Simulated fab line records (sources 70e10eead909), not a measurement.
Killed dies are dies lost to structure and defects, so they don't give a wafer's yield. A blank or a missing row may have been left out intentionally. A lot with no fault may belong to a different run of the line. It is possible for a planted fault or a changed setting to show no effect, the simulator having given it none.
fab line records	flow nandHarc
record: lots: 24	wafers: 72	lastDay: 33
route steps=1302 shown A_STAIRCASE@669
lots that met no fault: taken from a fault-free run of the same line
startH: hours from the record's first day to the start of the lot's first wafer shown	waitH: hours from the lot's prior step to this one	" identical to the entry in the row above	L1.1+2: one row covering several wafers at once	- no value, or no start given	* or withheld: withheld	< > ~ a bound
route shown NAME@n: a module of which the file shows steps, and the number in the route of the first	usual: mean/standard deviation taken from wafers without a fault	same: alike in all rows	chamber/n: place in a boat	sites: readings site by site	_std_site: standard deviation of those values	_edge_site: mean of outer sites minus mean of inner sites	radiusMm: how far each site lies from the wafer's centre	mask NAME#n: copy n	behind: the last tool/chamber to shape the wafer	hold: the reason the lot was held/the length of the hold in hours/how it ended	device: names the non-switching transistor (n, p or np)	end of line: tests run on the same wafers once the route is complete	step lacking rows: just its recipe	killed: dies that structure and defects cost at the first sort, which is not the same as the wafer's yield	map: dies across one wafer; x = killed, . = not, _ = none there
set.NAME: setting as actually run; set.NAME@STEP: the setting as run at that earlier step	model.NAME: the simulator's own value behind a step, which no gauge read
one table for each step of the route and one row for each wafer, over a sample of lots
services: a tool's chamber out of use, with start hour (startH, from the record's first day; less than 0 if before it), hours out, and reason
== steps ==
step: NHARC_A_STAIRCASE_ETCH_13
recipe: targetDepthA: 1000	timeS: 40.5	ionEnergyEv: 400	c4f8FlowSccm: 20	o2FlowSccm: 10	arFlowSccm: withheld	rfW: 600	biasW: 1000	chemistry: C4F8/O2
usual: oesProductAu: 0.942/0.013	rfVppV: 895/7.1
lot.wafer	tool	chamber	startH	waitH	oesProductAu	rfHoursCounterH	rfVppV
L075.3	rieDiel-04	1	-	-	0.948	0	887
L075.1	"	2	"	"	0.951	0	887
L075.5	"	1	"	"	0.960	-	887
L074.2	rieDiel-01	2	-	-	0.948	51	898
L074.3	"	3	"	"	0.962	47	886
L074.1	"	0	"	"	0.965	43	892
L076.4	rieDiel-04	0	-	-	0.950	3	902
L076.1	"	2	"	"	0.947	3	890
L076.5	"	0	"	"	0.934	-	904
L077.4	rieDiel-09	3	-	-	0.952	27	906
L077.2	"	0	"	"	0.953	25	887
L077.6	"	1	"	"	0.945	-	904
L078.2	rieDiel-04	3	-	-	0.939	9	895
L078.1	"	1	"	"	0.958	12	887
L078.3	"	2	"	"	0.936	12	889
L079.3	rieDiel-04	1	-	-	0.929	12	886
L079.2	"	2	"	"	0.922	13	888
L079.1	"	3	"	"	0.929	10	894
L080.2	rieDiel-01	0	-	-	0.922	10	891
L080.1	"	1	"	"	0.913	12	890
L080.6	"	1	"	"	0.928	-	891
L081.3	rieDiel-04	2	-	-	0.942	23	889
L081.1	"	3	"	"	0.936	19	893
L081.5	"	2	"	"	0.934	-	888
L082.2	rieDiel-09	3	-	-	0.953	37	904
L082.3	"	0	"	"	0.952	34	887
L082.1	"	1	"	"	0.936	30	899
L083.2	rieDiel-09	0	-	-	0.932	34	888
L083.1	"	2	"	"	0.925	35	889
L083.6	"	3	"	"	0.927	-	906
L085.4	rieDiel-09	2	-	-	0.946	46	888
L085.1	"	1	"	"	0.940	40	902
L085.5	"	3	"	"	0.942	-	904
L084.2	rieDiel-04	3	-	-	0.932	33	893
L084.3	"	0	"	"	0.920	22	902
L084.6	"	0	"	"	0.919	-	903
L086.1	rieDiel-01	2	-	-	0.967	28	898
L086.2	"	3	"	"	0.958	24	906
L086.5	"	1	"	"	0.952	-	889
L087.1	rieDiel-01	3	-	-	0.945	32	905
L087.2	"	0	"	"	0.947	35	893
L087.4	"	1	"	"	0.954	39	890
L088.4	rieDiel-04	1	-	-	0.958	49	887
L088.2	"	3	"	"	0.965	51	894
L088.5	"	1	"	"	0.963	-	886
L089.2	rieDiel-01	3	-	-	0.949	33	907
L089.1	"	1	"	"	0.930	41	890
L089.6	"	0	"	"	0.941	-	892
L090.1	rieDiel-01	2	-	-	0.953	45	899
L090.3	"	0	"	"	0.932	43	892
L090.6	"	1	"	"	0.949	-	889
L091.4	rieDiel-01	3	-	-	0.935	41	904
L091.2	"	0	"	"	0.931	43	892
L091.3	"	2	"	"	0.952	46	899
L093.1	rieDiel-09	2	-	-	0.969	16	889
L093.3	"	0	"	"	0.940	15	905
L093.4	"	1	"	"	0.952	18	899
L092.2	rieDiel-01	2	-	-	0.947	55	899
L092.3	"	0	"	"	0.946	52	891
L092.4	"	1	"	"	0.948	57	890
L095.1	rieDiel-09	1	-	-	0.947	21	900
L095.2	"	2	"	"	0.932	19	889
L095.5	"	1	"	"	0.943	-	899
L094.3	rieDiel-04	2	-	-	0.935	6	886
L094.1	"	3	"	"	0.944	6	892
L094.6	"	1	"	"	0.962	-	906
L096.1	rieDiel-04	0	-	-	0.923	9	902
L096.2	"	1	"	"	0.935	9	906
L096.5	"	2	"	"	0.940	-	885
L097.2	rieDiel-04	1	-	-	0.945	14	905
L097.3	"	2	"	"	0.928	11	887
L097.4	"	3	"	"	0.938	12	892
step: NHARC_A_STAIRCASE_ETCH_23
recipe: targetDepthA: 1000	timeS: 40.5	ionEnergyEv: 400	c4f8FlowSccm: 20	o2FlowSccm: 10	arFlowSccm: withheld	rfW: 600	biasW: 1000	chemistry: C4F8/O2
usual: oesProductAu: 0.944/0.012	rfVppV: 897/7
lot.wafer	tool	chamber	startH	waitH	oesProductAu	rfHoursCounterH	rfVppV
L075.3	rieDiel-09	1	-	-	0.964	14	901
L075.1	"	0	"	"	0.955	17	886
L075.5	"	2	"	"	0.949	-	888
L074.1	rieDiel-04	0	-	-	0.956	1	903
L074.3	"	1	"	"	0.954	1	886
L074.2	"	2	"	"	0.944	1	889
L076.4	rieDiel-04	1	-	-	0.951	4	886
L076.1	"	3	"	"	0.953	3	894
L076.5	"	1	"	"	0.945	-	887
L077.2	rieDiel-01	0	-	-	0.922	6	892
L077.4	"	2	"	"	0.944	6	900
L077.6	"	1	"	"	0.940	-	890
L078.1	rieDiel-04	0	-	-	0.939	10	905
L078.2	"	1	"	"	0.946	13	889
L078.3	"	3	"	"	0.948	10	894
L079.3	rieDiel-09	2	-	-	0.934	25	889
L079.2	"	3	"	"	0.949	28	906
L079.1	"	0	"	"	0.937	27	887
L080.1	rieDiel-01	1	-	-	0.926	13	892
L080.2	"	2	"	"	0.945	12	899
L080.6	"	1	"	"	0.933	-	890
L081.1	rieDiel-09	1	-	-	0.940	26	901
L081.3	"	0	"	"	0.941	31	887
L081.5	"	1	"	"	0.950	-	899
L082.3	rieDiel-01	0	-	-	0.947	17	891
L082.1	"	1	"	"	0.958	19	892
L082.2	"	2	"	"	0.959	18	900
L083.1	rieDiel-09	2	-	-	0.930	36	887
L083.2	"	1	"	"	0.945	31	900
L083.6	"	3	"	"	0.945	-	906
L085.1	rieDiel-01	2	-	-	0.961	23	900
L085.4	"	2	"	"	0.954	-	898
L085.5	"	1	"	"	0.941	-	891
L084.2	rieDiel-09	0	-	-	0.934	43	887
L084.3	"	1	"	"	0.959	41	901
L084.6	"	0	"	"	0.947	-	886
L086.1	rieDiel-01	3	-	-	0.926	25	904
L086.2	"	0	"	"	0.923	27	891
L086.5	"	0	"	"	0.930	-	891
L087.1	rieDiel-01	2	-	-	0.952	37	899
L087.4	"	3	"	"	0.943	32	905
L087.2	"	0	"	"	0.942	36	892
L088.2	rieDiel-04	0	-	-	0.924	42	904
L088.4	"	3	"	"	0.935	51	893
L088.5	"	1	"	"	0.936	-	887
L089.2	rieDiel-01	3	-	-	0.943	33	906
L089.1	"	0	"	"	0.943	37	893
L089.6	"	3	"	"	0.938	-	904
L090.3	rieDiel-09	0	-	-	0.956	7	906
L090.1	"	3	"	"	0.949	5	905
L090.6	"	0	"	"	0.963	-	907
L091.4	rieDiel-01	1	-	-	0.944	48	891
L091.2	"	2	"	"	0.942	46	898
L091.3	"	3	"	"	0.947	42	905
L093.4	rieDiel-09	3	-	-	0.948	13	905
L093.1	"	1	"	"	0.949	19	899
L093.3	"	2	"	"	0.945	16	888
L092.3	rieDiel-01	1	-	-	0.947	57	890
L092.4	"	2	"	"	0.958	56	899
L092.2	"	0	"	"	0.933	52	891
L095.2	rieDiel-09	1	-	-	0.930	22	901
L095.1	"	2	"	"	0.925	20	887
L095.5	"	0	"	"	0.947	-	906
L094.1	rieDiel-04	3	-	-	0.951	7	892
L094.3	"	1	"	"	0.958	9	906
L094.6	"	3	"	"	0.946	-	893
L096.1	rieDiel-09	3	-	-	0.939	17	904
L096.2	"	0	"	"	0.920	19	906
L096.5	"	3	"	"	0.951	-	904
L097.4	rieDiel-04	3	-	-	0.946	13	893
L097.3	"	1	"	"	0.952	16	907
L097.2	"	2	"	"	0.928	12	887
step: NHARC_A_STAIRCASE_STRIP_175
recipe: powerW: 1500	tempC: 250	chemistry: O2
usual: drypumpMotorCurrentA: 6.09/0.15	heaterPowerW: 314/22
lot.wafer	tool	chamber	startH	waitH	drypumpMotorCurrentA	heaterPowerW	rfHoursCounterH
L075.1	plasmaAsher-01	1	369.48	0.1	6.24	288	3
L075.3	"	0	"	"	6.21	314	-
L075.5	"	1	"	"	6.27	290	-
L074.1	plasmaAsher-02	0	369.86	0.1	5.97	331	23
L074.2	"	1	"	"	5.89	327	23
L074.3	"	0	"	"	5.97	338	-
L076.1	plasmaAsher-01	1	382.58	0.1	6.25	287	6
L076.4	"	0	"	"	6.15	317	-
L076.5	"	1	"	"	6.27	290	-
L077.2	plasmaAsher-02	0	399.82	0.1	5.99	333	30
L077.4	"	0	"	"	6.00	337	-
L077.6	"	1	"	"	5.89	317	-
L078.1	plasmaAsher-01	1	403.31	0.5	6.26	295	11
L078.2	"	0	"	"	6.16	317	11
L078.3	"	1	"	"	6.23	302	-
L079.2	plasmaAsher-01	1	403.65	0.1	6.27	279	11
L079.1	"	0	"	"	6.21	325	11
L079.3	"	1	"	"	6.26	290	-
L080.1	plasmaAsher-02	1	418.00	0.1	5.90	316	33
L080.2	"	0	"	"	5.96	335	33
L080.6	"	1	"	"	5.89	313	-
L081.1	plasmaAsher-01	0	423.49	0.1	6.19	315	16
L081.3	"	1	"	"	6.26	289	-
L081.5	"	0	"	"	6.21	318	-
L082.2	plasmaAsher-02	0	438.43	0.1	5.97	352	1
L082.1	"	1	"	"	5.90	301	1
L082.3	"	1	"	"	5.88	294	-
L083.2	plasmaAsher-02	1	438.71	0.1	5.89	306	2
L083.1	"	0	"	"	5.97	350	2
L083.6	"	0	"	"	5.97	350	-
L085.1	plasmaAsher-01	0	461.90	0.1	6.18	315	24
L085.4	"	1	"	"	6.30	291	-
L085.5	"	0	"	"	6.17	313	-
L084.2	plasmaAsher-02	0	465.50	0.1	5.97	354	6
L084.3	"	0	"	"	5.98	345	-
L084.6	"	0	"	"	5.97	345	-
L086.2	plasmaAsher-01	0	476.34	0.1	6.20	315	27
L086.1	"	1	"	"	6.27	287	27
L086.5	"	0	"	"	6.18	321	-
L087.2	plasmaAsher-01	1	499.95	0.1	6.27	287	32
L087.1	"	0	"	"	6.20	305	32
L087.4	"	1	"	"	6.28	285	-
L088.2	plasmaAsher-02	0	507.83	0.1	5.98	348	14
L088.4	"	0	"	"	5.96	358	-
L088.5	"	0	"	"	5.98	349	-
L089.1	plasmaAsher-01	1	508.05	0.2	6.28	283	33
L089.2	"	0	"	"	6.21	322	33
L089.6	"	1	"	"	6.23	289	-
L090.1	plasmaAsher-02	1	528.23	0.1	5.90	297	21
L090.3	"	1	"	"	5.89	298	-
L090.6	"	1	"	"	5.88	307	-
L091.2	plasmaAsher-01	0	528.40	0.1	6.20	320	0
L091.3	"	1	"	"	6.26	283	-
L091.4	"	0	"	"	6.19	311	-
L093.1	plasmaAsher-01	1	554.89	0.1	6.24	288	4
L093.3	"	0	"	"	6.19	324	-
L093.4	"	1	"	"	6.25	286	-
L092.2	plasmaAsher-02	1	554.95	0.1	5.90	302	26
L092.4	"	1	"	"	5.92	299	-
L092.3	"	0	"	"	6.00	345	-
L095.1	plasmaAsher-01	0	565.24	0.1	6.16	311	7
L095.2	"	1	"	"	6.25	292	7
L095.5	"	0	"	"	6.19	325	-
L094.1	plasmaAsher-01	0	565.53	0.1	6.18	324	8
L094.3	"	1	"	"	6.26	282	-
L094.6	"	0	"	"	6.17	322	-
L096.1	plasmaAsher-02	1	568.76	0.1	5.89	297	29
L096.2	"	0	"	"	5.98	357	29
L096.5	"	0	"	"	5.98	355	-
L097.2	plasmaAsher-02	0	586.66	0.1	5.96	361	33
L097.3	"	1	"	"	5.89	299	-
L097.4	"	0	"	"	5.96	344	-
step: NHARC_A_STAIRCASE_ETCH_199
recipe: targetDepthA: 1000	timeS: 40.5	ionEnergyEv: 400	c4f8FlowSccm: 20	o2FlowSccm: 10	arFlowSccm: withheld	rfW: 600	biasW: 1000	chemistry: C4F8/O2
usual: oesProductAu: 0.944/0.011	rfVppV: 895/7.2
lot.wafer	tool	chamber	startH	waitH	oesProductAu	rfHoursCounterH	rfVppV
L075.1	rieDiel-09	1	-	-	0.950	15	899
L075.3	"	3	"	"	0.935	17	905
L075.5	"	1	"	"	0.954	-	902
L074.3	rieDiel-04	3	-	-	0.961	2	895
L074.2	"	0	"	"	0.925	2	903
L074.1	"	1	"	"	0.939	2	887
L076.4	rieDiel-09	1	-	-	0.956	17	901
L076.1	"	3	"	"	0.956	20	907
L076.5	"	0	"	"	0.958	-	886
L077.2	rieDiel-01	1	-	-	0.924	10	891
L077.4	"	3	"	"	0.953	7	907
L077.6	"	2	"	"	0.950	-	901
L078.1	rieDiel-09	2	-	-	0.946	26	889
L078.3	"	3	"	"	0.951	29	905
L078.2	"	0	"	"	0.944	28	885
L079.2	rieDiel-01	2	-	-	0.962	10	899
L079.1	"	3	"	"	0.959	8	906
L079.3	"	1	"	"	0.957	11	891
L080.2	rieDiel-04	0	-	-	0.932	17	904
L080.1	"	2	"	"	0.939	23	889
L080.6	"	0	"	"	0.931	-	902
L081.3	rieDiel-09	3	-	-	0.942	35	906
L081.1	"	1	"	"	0.928	28	902
L081.5	"	0	"	"	0.925	-	887
L083.2	rieDiel-01	3	-	-	0.933	15	906
L083.1	"	2	"	"	0.953	20	899
L083.6	"	1	"	"	0.934	-	892
L082.1	rieDiel-09	1	-	-	0.953	34	902
L082.3	"	2	"	"	0.936	40	887
L082.2	"	3	"	"	0.941	42	905
L085.1	rieDiel-04	0	-	-	0.924	23	904
L085.4	"	2	"	"	0.926	-	888
L085.5	"	3	"	"	0.937	-	892
L084.3	rieDiel-09	0	-	-	0.940	44	886
L084.2	"	2	"	"	0.944	48	890
L084.6	"	0	"	"	0.948	-	887
L086.2	rieDiel-01	1	-	-	0.942	31	891
L086.1	"	3	"	"	0.921	26	906
L086.5	"	1	"	"	0.927	-	890
L087.4	rieDiel-04	1	-	-	0.961	49	887
L087.2	"	3	"	"	0.956	50	893
L087.1	"	0	"	"	0.946	41	904
L088.4	rieDiel-01	0	-	-	0.933	38	892
L088.2	"	2	"	"	0.933	39	899
L088.5	"	0	"	"	0.938	-	892
L089.1	rieDiel-04	1	-	-	0.942	52	884
L089.2	"	2	"	"	0.940	53	886
L089.6	"	3	"	"	0.945	-	892
L090.1	rieDiel-04	3	-	-	0.942	61	892
L090.3	"	0	"	"	0.938	48	902
L090.6	"	0	"	"	0.935	-	901
L091.4	rieDiel-04	3	-	-	0.952	61	892
L091.2	"	0	"	"	0.936	48	904
L091.3	"	1	"	"	0.935	61	886
L093.4	rieDiel-01	3	-	-	0.946	51	904
L093.1	"	0	"	"	0.945	53	891
L093.3	"	1	"	"	0.946	58	891
L092.2	rieDiel-09	1	-	-	0.952	20	900
L092.3	"	2	"	"	0.938	18	888
L092.4	"	3	"	"	0.955	15	906
L095.2	rieDiel-04	0	-	-	0.938	11	902
L095.1	"	2	"	"	0.937	8	887
L095.5	"	0	"	"	0.933	-	902
L094.3	rieDiel-04	0	-	-	0.932	11	904
L094.1	"	2	"	"	0.936	8	887
L094.6	"	0	"	"	0.936	-	902
L096.2	rieDiel-04	1	-	-	0.960	12	906
L096.1	"	2	"	"	0.931	9	888
L096.5	"	0	"	"	0.927	-	903
L097.3	rieDiel-04	3	-	-	0.960	14	891
L097.4	"	0	"	"	0.957	18	903
L097.2	"	2	"	"	0.966	13	888
step: NHARC_A_STAIRCASE_TRIM_200
recipe: timeS: 211.2	o2FlowSccm: 500	arFlowSccm: 0	biasW: 0	chemistry: O2
usual: drypumpMotorCurrentA: 5.7/0.42	oesProductAu: 0.999/0.0077	rfVppV: 57.7/1	showerheadPlenumPTorr: 3.52/0.2	throttleValvePct: 17.036/0.0094
lot.wafer	tool	chamber	startH	waitH	drypumpMotorCurrentA	oesProductAu	rfHoursCounterH	rfVppV	showerheadPlenumPTorr	throttleValvePct
L075.1	rieDiel-09	2	-	-	5.9	1.008	15	56.3	3.33	17.025
L075.3	"	0	"	"	5.8	1.012	18	57.0	3.28	17.040
L075.5	"	3	"	"	5.6	0.994	-	59.8	3.80	17.030
L074.3	rieDiel-04	2	-	-	5.4	0.990	2	58.0	3.33	17.039
L074.2	"	0	"	"	5.7	0.991	2	56.5	3.74	17.032
L074.1	"	1	"	"	5.0	1.006	2	56.7	3.30	17.018
L076.1	rieDiel-09	1	-	-	5.9	0.989	17	59.0	3.67	17.027
L076.4	"	2	"	"	6.0	0.986	17	57.5	3.33	17.032
L076.5	"	0	"	"	5.9	0.994	-	58.4	3.28	17.034
L077.2	rieDiel-01	3	-	-	6.8	0.997	7	58.9	3.80	17.047
L077.4	"	1	"	"	5.9	0.990	10	58.1	3.39	17.035
L077.6	"	0	"	"	5.3	1.005	-	58.3	3.43	17.030
L078.3	rieDiel-09	2	-	-	6.0	0.997	26	57.6	3.32	17.049
L078.2	"	3	"	"	5.6	1.002	29	58.6	3.79	17.056
L078.1	"	0	"	"	5.8	1.000	28	57.2	3.27	17.027
L079.2	rieDiel-01	3	-	-	6.8	0.982	8	57.9	3.80	17.028
L079.1	"	0	"	"	5.4	0.988	9	56.8	3.43	17.029
L079.3	"	2	"	"	5.9	0.999	10	58.2	3.62	17.042
L080.1	rieDiel-04	0	-	-	5.7	0.995	17	58.5	3.73	17.032
L080.2	"	3	"	"	5.5	1.010	19	56.7	3.45	17.025
L080.6	"	1	"	"	5.0	1.010	-	56.0	3.29	17.045
L081.1	rieDiel-09	0	-	-	5.8	0.994	33	58.4	3.27	17.023
L081.3	"	2	"	"	6.0	0.994	33	57.6	3.32	17.028
L081.5	"	0	"	"	5.8	1.002	-	56.7	3.27	17.043
L083.1	rieDiel-01	3	-	-	6.8	0.999	15	58.7	3.80	17.025
L083.2	"	1	"	"	5.9	0.989	22	57.5	3.39	17.050
L083.6	"	2	"	"	5.9	1.022	-	58.4	3.62	17.058
L082.2	rieDiel-09	0	-	-	5.8	1.000	38	56.2	3.27	17.036
L082.3	"	1	"	"	5.9	1.015	34	58.2	3.66	17.044
L082.1	"	2	"	"	5.9	1.006	40	56.8	3.32	17.051
L085.1	rieDiel-04	0	-	-	5.7	0.995	23	58.5	3.73	17.044
L085.4	"	0	"	"	5.7	0.998	-	60.9	3.73	17.030
L085.5	"	2	"	"	5.4	1.002	-	56.3	3.31	17.038
L084.3	rieDiel-09	3	-	-	5.6	0.998	48	59.9	3.78	17.027
L084.2	"	1	"	"	5.9	0.998	42	58.8	3.66	17.037
L084.6	"	0	"	"	5.9	0.996	-	57.3	3.26	17.028
L086.2	rieDiel-01	2	-	-	5.9	1.012	29	58.2	3.61	17.019
L086.1	"	1	"	"	5.8	0.992	31	56.4	3.38	17.042
L086.5	"	2	"	"	5.9	1.000	-	58.3	3.61	17.029
L087.4	rieDiel-04	2	-	-	5.4	1.002	50	57.7	3.30	17.035
L087.1	"	0	"	"	5.7	1.006	42	58.8	3.72	17.031
L087.2	"	1	"	"	5.0	1.000	49	56.9	3.27	17.040
L088.4	rieDiel-01	0	-	-	5.4	1.004	38	57.0	3.41	17.033
L088.2	"	2	"	"	5.9	1.014	39	57.6	3.60	17.027
L088.5	"	3	"	"	6.8	0.999	-	58.5	3.79	17.030
L089.1	rieDiel-04	3	-	-	5.5	1.006	53	57.5	3.43	17.036
L089.2	"	1	"	"	5.0	1.011	52	58.4	3.27	17.034
L089.6	"	1	"	"	5.0	0.998	-	56.7	3.27	17.047
L090.3	rieDiel-04	0	-	-	5.7	0.988	48	59.1	3.72	17.050
L090.1	"	1	"	"	5.0	1.004	61	57.8	3.27	17.036
L090.6	"	2	"	"	5.4	0.989	-	57.4	3.30	17.032
L091.3	rieDiel-04	3	-	-	5.5	1.003	61	58.5	3.43	17.044
L091.2	"	0	"	"	5.7	0.994	48	58.1	3.72	17.049
L091.4	"	2	"	"	5.4	0.989	61	57.3	3.30	17.026
L093.1	rieDiel-04	3	557.98	-	5.4	1.001	5	58.8	3.43	17.038
L093.4	"	1	"	"	5.0	1.009	7	57.7	3.80	17.044
L093.3	"	2	"	"	5.4	0.995	4	58.0	3.30	17.035
L092.4	rieDiel-09	0	-	-	5.9	0.993	17	59.6	3.80	17.048
L092.2	"	2	"	"	6.0	0.994	18	56.5	3.30	17.036
L092.3	"	3	"	"	5.6	1.006	15	58.4	3.77	17.035
L095.2	rieDiel-04	3	-	-	5.4	0.999	8	57.7	3.43	17.038
L095.1	"	0	"	"	5.7	1.002	11	58.3	3.71	17.047
L095.5	"	3	"	"	5.4	0.992	-	57.4	3.43	17.053
L094.1	rieDiel-04	1	-	-	5.0	1.002	11	57.9	3.80	17.039
L094.3	"	2	"	"	5.4	0.997	8	56.2	3.29	17.027
L094.6	"	1	"	"	5.0	0.999	-	58.3	3.80	17.050
L096.1	rieDiel-04	1	-	-	5.0	1.012	12	58.6	3.80	17.051
L096.2	"	0	"	"	5.7	0.992	13	58.2	3.71	17.029
L096.5	"	1	"	"	5.0	1.015	-	58.1	3.80	17.035
L097.3	rieDiel-04	2	-	-	5.4	0.995	13	57.8	3.29	17.035
L097.4	"	3	"	"	5.5	1.001	14	56.9	3.42	17.042
L097.2	"	1	"	"	5.0	0.993	17	59.0	3.80	17.041
step: NHARC_A_STAIRCASE_STRIP_205
recipe: powerW: 1500	tempC: 250	chemistry: O2
usual: drypumpMotorCurrentA: 6.10/0.15	heaterPowerW: 313/23
lot.wafer	tool	chamber	startH	waitH	drypumpMotorCurrentA	heaterPowerW	rfHoursCounterH
L075.1	plasmaAsher-01	1	373.21	0.1	6.25	284	4
L075.3	"	0	"	"	6.18	316	-
L075.5	"	1	"	"	6.28	287	-
L074.1	plasmaAsher-01	0	373.58	0.1	6.20	310	4
L074.2	"	1	"	"	6.30	290	4
L074.3	"	1	"	"	6.28	290	-
L076.1	plasmaAsher-02	0	386.10	0.1	5.97	331	27
L076.4	"	0	"	"	5.98	331	-
L076.5	"	0	"	"	5.98	344	-
L077.2	plasmaAsher-01	1	403.98	0.3	6.24	285	12
L077.4	"	1	"	"	6.25	281	-
L077.6	"	1	"	"	6.24	291	-
L078.1	plasmaAsher-01	0	407.33	0.1	6.16	308	12
L078.2	"	1	"	"	6.28	286	12
L078.3	"	1	"	"	6.24	288	-
L079.2	plasmaAsher-02	1	407.65	0.1	5.89	314	31
L079.1	"	0	"	"	5.98	345	31
L079.3	"	0	"	"	5.98	341	-
L080.1	plasmaAsher-02	1	421.89	0.1	5.88	323	34
L080.2	"	0	"	"	5.98	338	34
L080.6	"	0	"	"	5.99	340	-
L081.1	plasmaAsher-01	1	428.08	0.1	6.29	286	17
L081.3	"	1	"	"	6.28	282	-
L081.5	"	0	"	"	6.21	318	-
L083.2	plasmaAsher-01	1	444.62	0.1	6.28	285	21
L083.1	"	0	"	"	6.19	308	21
L083.6	"	1	"	"	6.25	279	-
L082.2	plasmaAsher-01	0	444.90	0.1	6.17	323	21
L082.1	"	1	"	"	6.25	287	21
L082.3	"	1	"	"	6.25	287	-
L085.1	plasmaAsher-01	0	466.15	0.1	6.19	321	25
L085.4	"	1	"	"	6.24	288	-
L085.5	"	0	"	"	6.18	317	-
L084.2	plasmaAsher-02	1	469.19	0.1	5.90	297	7
L084.3	"	0	"	"	5.96	349	-
L084.6	"	0	"	"	5.97	353	-
L086.1	plasmaAsher-02	0	480.00	0.1	5.98	356	9
L086.2	"	1	"	"	5.90	299	9
L086.5	"	1	"	"	5.90	300	-
L087.1	plasmaAsher-02	0	504.58	0.1	5.97	357	13
L087.2	"	1	"	"	5.89	301	13
L087.4	"	1	"	"	5.89	303	-
L088.2	plasmaAsher-02	0	511.62	0.1	5.98	361	15
L088.4	"	1	"	"	5.89	295	-
L088.5	"	0	"	"	6.00	348	-
L089.2	plasmaAsher-01	1	512.52	0.1	6.25	285	34
L089.1	"	0	"	"	6.21	319	34
L089.6	"	0	"	"	6.18	312	-
L090.1	plasmaAsher-02	0	532.69	0.1	5.97	357	22
L090.3	"	0	"	"	5.97	350	-
L090.6	"	0	"	"	5.96	348	-
L091.2	plasmaAsher-01	0	532.76	0.1	6.18	313	1
L091.4	"	0	"	"	6.17	326	-
L091.3	"	1	"	"	6.30	286	-
L093.1	plasmaAsher-02	0	558.72	0.1	5.97	358	27
L093.4	"	1	"	"	5.89	294	-
L093.3	"	0	"	"	5.97	353	-
L092.2	plasmaAsher-01	1	559.20	0.1	6.25	282	5
L092.3	"	1	"	"	6.21	286	-
L092.4	"	0	"	"	6.21	315	-
L095.1	plasmaAsher-01	1	568.99	0.1	6.29	282	8
L095.2	"	0	"	"	6.18	315	8
L095.5	"	1	"	"	6.28	283	-
L094.1	plasmaAsher-02	0	569.34	0.1	5.97	358	29
L094.3	"	1	"	"	5.90	299	-
L094.6	"	0	"	"	5.98	356	-
L096.2	plasmaAsher-01	1	572.62	0.1	6.25	286	9
L096.1	"	0	"	"	6.18	320	9
L096.5	"	1	"	"	6.25	283	-
L097.2	plasmaAsher-01	1	590.37	0.1	6.30	285	13
L097.3	"	0	"	"	6.21	321	-
L097.4	"	1	"	"	6.29	284	-
== services ==
tool	chamber	startH	hours	kind
rieDiel-09	1	344.73	7.1	repair
rieDiel-04	-	356.00	9.0	pm
rieDiel-04	0	356.00	9.0	ventCycle
rieDiel-04	1	356.00	9.0	ventCycle
rieDiel-04	2	356.00	9.0	ventCycle
rieDiel-04	3	356.00	9.0	ventCycle
rieDiel-04	0	365.00	-	clean
rieDiel-04	1	365.00	-	clean
rieDiel-01	-	380.93	9.0	pm
plasmaAsher-02	-	401.61	4.9	repair
rieDiel-09	1	404.93	4.2	repair
rieDiel-01	3	419.12	9.8	repair
rieDiel-04	0	422.55	17.5	repair
plasmaAsher-02	-	426.00	9.0	pm
rieDiel-09	-	442.47	0.2	repair
rieDiel-01	0	458.27	3.5	repair
rieDiel-04	1	460.53	6.7	repair
rieDiel-09	0	490.75	6.1	repair
rieDiel-09	-	497.12	9.0	pm
rieDiel-04	0	508.72	4.9	repair
plasmaAsher-01	-	519.22	9.0	pm
rieDiel-04	-	533.00	9.0	pm
rieDiel-01	-	557.93	9.0	pm
rieDiel-09	0	567.71	13.4	repair
== key ==
fault none
